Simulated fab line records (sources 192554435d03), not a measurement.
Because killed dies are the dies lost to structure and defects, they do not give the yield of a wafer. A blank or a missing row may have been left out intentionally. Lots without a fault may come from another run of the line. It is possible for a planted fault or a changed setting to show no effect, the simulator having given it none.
The same fault as seen by 2 desks	flow n5_finfet	only its own numbers are on each desk; what lay behind them is given at the end

## AT THE METROLOGY DESK
What the gauges read for every lot (on any tool): the sampled wafers with a number, averaged. Marked OUT: a lot whose mean sits more than 4 standard deviations from the usual mean, which makes it out of limits; the brackets give that distance. 7 of its 10 readings are shown, namely those furthest out on some lot.
Columns: A = DIBL_N at N5_BEOL_M4_RC_MEAS_101, usual 36.0 mV/V; B = DIBL_P at N5_BEOL_M4_RC_MEAS_101, usual 35.8 mV/V; C = IOFF_P at N5_BEOL_M4_RC_MEAS_101, usual 0.20 nA/um; D = ION_N at N5_BEOL_M4_RC_MEAS_101, usual 670 uA/um; E = ION_P at N5_BEOL_M4_RC_MEAS_101, usual 459 uA/um; F = SS_P at N5_BEOL_M4_RC_MEAS_101, usual 73.2 mV/dec; G = VT_P at N5_BEOL_M4_RC_MEAS_101, usual -252 mV
lot	first seen here	A	B	C	D	E	F	G
L888	day 9 11:49	35.6	34.2	0.18	660	455	72.7	-254
L889	day 9 13:56	36.1	35.6	0.19	672	461	73.3	-253
L893	day 10 23:28	35.8	36.0	0.19	666	453	73.4	-252
L897	day 11 12:44	35.7	36.0	0.17	669	457	72.8	-257
L904	day 13 03:50	36.0	33.8	0.17	673	453	72.6	-255
L905	day 13 06:11	35.7	35.7	0.20	678	463	73.2	-250
L903	day 13 14:16	34.8	34.8	0.17	678	460	72.7	-254
L907	day 14 16:58	35.7	33.9	0.21	666	464	73.2	-248
L910	day 15 11:20	33.1	32.2	0.14	648	446	72.2	-257
Result from this desk: across the 9 lots, nothing is out of limits.

## DESK OF THE TOOL OWNER: rie_diel-03
The tool's own readings at N5_BEOL_M3_ETCH_74 (etches underlayer in N2/H2, target depth 6.5 nm, time 5.2 s): means of the sampled wafers that have a number, for each lot that ran on this tool. Marked OUT: a lot whose mean sits more than 4 standard deviations from the usual mean, which makes it out of limits; the brackets give that distance.
Columns: A = drypump_motor_current_A at N5_BEOL_M3_ETCH_74, usual 5.8 A; B = etch_rf_on_time_s at N5_BEOL_M3_ETCH_74, usual 5.19 s; C = oes_product_au at N5_BEOL_M3_ETCH_74, usual 0.65 a.u.; D = rf_vpp_V at N5_BEOL_M3_ETCH_74, usual 524.1 V; E = showerhead_plenum_p_Torr at N5_BEOL_M3_ETCH_74, usual 2.56 Torr; F = throttle_valve_pct at N5_BEOL_M3_ETCH_74, usual 17.96 %
lot	first seen here	A	B	C	D	E	F
L889	day 8 00:22	5.5	5.10	0.67	523.4	2.53	18.05
L897	day 10 19:17	5.7	5.19	0.65	524.0	2.58	17.96
L903	day 11 18:47	5.5	4.41 (-4.6) OUT	0.77	525.0	2.55	17.98
L905	day 12 01:26	4.9	4.14 (-6.2) OUT	0.73	524.4	2.58	18.29
Finding of this desk: L903, L905 out of limits; the first was L903 at day 11 18:47, on etch_rf_on_time_s at N5_BEOL_M3_ETCH_74. Within limits: L889, L897.

## TAKEN TOGETHER
At day 11 18:47, on L903, L905, the tool owner's desk was in a position to raise an alarm.
At the metrology desk, nothing out of limits was observed.
The metrology desk holds a record of L903, L905, inside its limits.
Of the lots named, all ran N5_BEOL_M3_ETCH_74 on rie_diel-03.

## WHAT HAD BEEN PUT IN BY THE SIMULATOR
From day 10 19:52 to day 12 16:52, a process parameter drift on rie_diel-03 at N5_BEOL_M3_ETCH_74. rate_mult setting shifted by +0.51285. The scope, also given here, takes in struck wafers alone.
Shown lots that were struck: L903, L905.
Hours from the fault's start to each desk's first reading out of limits: the tool owner's desk, 23.
